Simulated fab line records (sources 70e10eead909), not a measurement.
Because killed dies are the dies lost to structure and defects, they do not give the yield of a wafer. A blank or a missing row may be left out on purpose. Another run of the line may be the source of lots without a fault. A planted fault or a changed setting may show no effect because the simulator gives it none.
Matching of chambers + flow nand-harc + 4 sister chambers for NHARC_P_CONTACT_CMP_24 on cmp-04
The step polishes, t overpolish 30 s, target thk 200 nm. 4 wafers are shown with their chamber, then 7 later ones without.

## WAFERS PAIRED WITH THEIR CHAMBERS
| wafer  | chamber | motor-current-A (A) |
|--------|---------|---------------------|
| L080.6 | 2       | 12.8                |
| L081.1 | 0       | 9.6                 |
| L089.3 | 1       | 11.5                |
| L089.4 | 3       | 11.2                |

## WAFERS WITHOUT THEIR CHAMBER
| wafer  | motor-current-A (A) |
|--------|---------------------|
| L089.5 | 9.7                 |
| L096.1 | 12.0                |
| L096.5 | 11.3                |
| L096.6 | 12.5                |
| L097.1 | 12.2                |
| L097.4 | 11.1                |
| L097.5 | 12.2                |

## THE CHAMBER EACH PASSED THROUGH
| wafer  | from the rows above          | in truth |
|--------|------------------------------|----------|
| L089.5 | 0                            | 0        |
| L096.1 | can't be placed: 1 or 2 or 3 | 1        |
| L096.5 | can't be placed: 3 or 1      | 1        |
| L096.6 | can't be placed: 2 or 1      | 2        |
| L097.1 | can't be placed: 2 or 1 or 3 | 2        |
| L097.4 | can't be placed: 3 or 1      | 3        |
| L097.5 | can't be placed: 2 or 1 or 3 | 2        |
Correct placement for 1 of the 7. Unplaceable from these rows: 6, with the true chamber sitting among the candidates in 6. Wrongly placed: 0.
How it was worked out, from the rows above alone: a wafer's distance from a chamber is the root of the sum, over the readings, of the square of ((its reading less the chamber's mean) divided by the reading's scatter). If the next closest chamber is less than 2 further off than the closest, the wafer can't be placed; otherwise it belongs to the closest. Each chamber's mean is taken over the wafers shown for it. The scatter: with one shown wafer a chamber, the root of the mean of the squares of how far each hidden wafer lies from its nearest shown one.
